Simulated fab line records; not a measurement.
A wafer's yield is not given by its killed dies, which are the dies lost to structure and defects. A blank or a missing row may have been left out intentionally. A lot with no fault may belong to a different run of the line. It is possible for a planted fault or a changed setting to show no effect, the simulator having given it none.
Matching of chambers    flow n5 finfet    N5_BEOL_M4_ETCH_74 on rie diel-02 has 4 sister chambers
The step etches underlayer in N2/H2, target depth 6.5 nm, time 5.2 s. 18 wafers are shown with their chamber, then 9 later ones without.

WAFERS PAIRED WITH THEIR CHAMBERS
wafer   chamber  showerhead plenum p Torr (Torr)  drypump motor current A (A)  throttle valve pct (%)
L076.3  2        2.48                             5.2                          17.9
L076.4  1        2.53                             5.5                          18.3
L076.5  0        2.71                             6.1                          17.2
L078.1  2        2.48                             5.2                          17.8
L078.3  0        2.71                             6.1                          17.2
L078.5  0        2.71                             6.1                          17.2
L077.3  1        2.53                             5.5                          18.3
L077.4  0        2.71                             6.1                          17.2
L077.5  2        2.48                             5.2                          17.9
L075.1  1        2.52                             5.4                          18.4
L075.4  0        2.71                             6.1                          17.2
L075.5  0        2.71                             6.1                          17.2
L082.1  0        2.70                             6.1                          17.2
L082.4  0        2.70                             6.1                          17.2
L082.6  3        2.43                             6.4                          17.7
L087.3  3        2.42                             6.3                          17.7
L087.4  2        2.47                             5.2                          17.5
L087.5  3        2.42                             6.4                          17.7

SIGNATURES, as means of the wafers listed above
reading                   chamber 0  chamber 1  chamber 2  chamber 3  scatter within a chamber
showerhead plenum p Torr  2.7075     2.5267     2.4775     2.4233     0.00506
drypump motor current A   6.100      5.467      5.200      6.367      0.0309
throttle valve pct        17.200     18.333     17.775     17.700     0.0903
Rule: for a wafer and a chamber, the distance is found by dividing, reading by reading, the gap between the wafer's reading and the chamber's mean by the reading's scatter, squaring, summing and taking the root. If the next closest chamber is less than 2 further off than the closest, the wafer can't be placed; otherwise it belongs to the closest. The scatter: take each reading less its chamber's mean, square it, sum over the shown wafers, divide by the number of wafers less the number of chambers, and take the root.

WAFERS WITHOUT THEIR CHAMBER
wafer   showerhead plenum p Torr (Torr)  drypump motor current A (A)  throttle valve pct (%)
L092.1  2.69                             6.1                          17.3
L092.3  2.47                             5.2                          17.5
L092.6  2.47                             5.2                          17.5
L095.1  2.51                             5.5                          18.0
L095.2  2.47                             5.2                          17.5
L095.3  2.41                             6.4                          17.7
L095.4  2.69                             6.1                          17.3
L095.5  2.41                             6.4                          17.7
L095.6  2.69                             6.1                          17.3

WHICH CHAMBER EACH WENT THROUGH
wafer   from the rows above  in truth
L092.1  0                    0
L092.3  2                    2
L092.6  2                    2
L095.1  1                    1
L095.2  2                    2
L095.3  3                    3
L095.4  0                    0
L095.5  3                    3
L095.6  0                    0
Placed correctly: 9 of 9. Left unplaced by these rows: 0. Placed wrongly: 0.
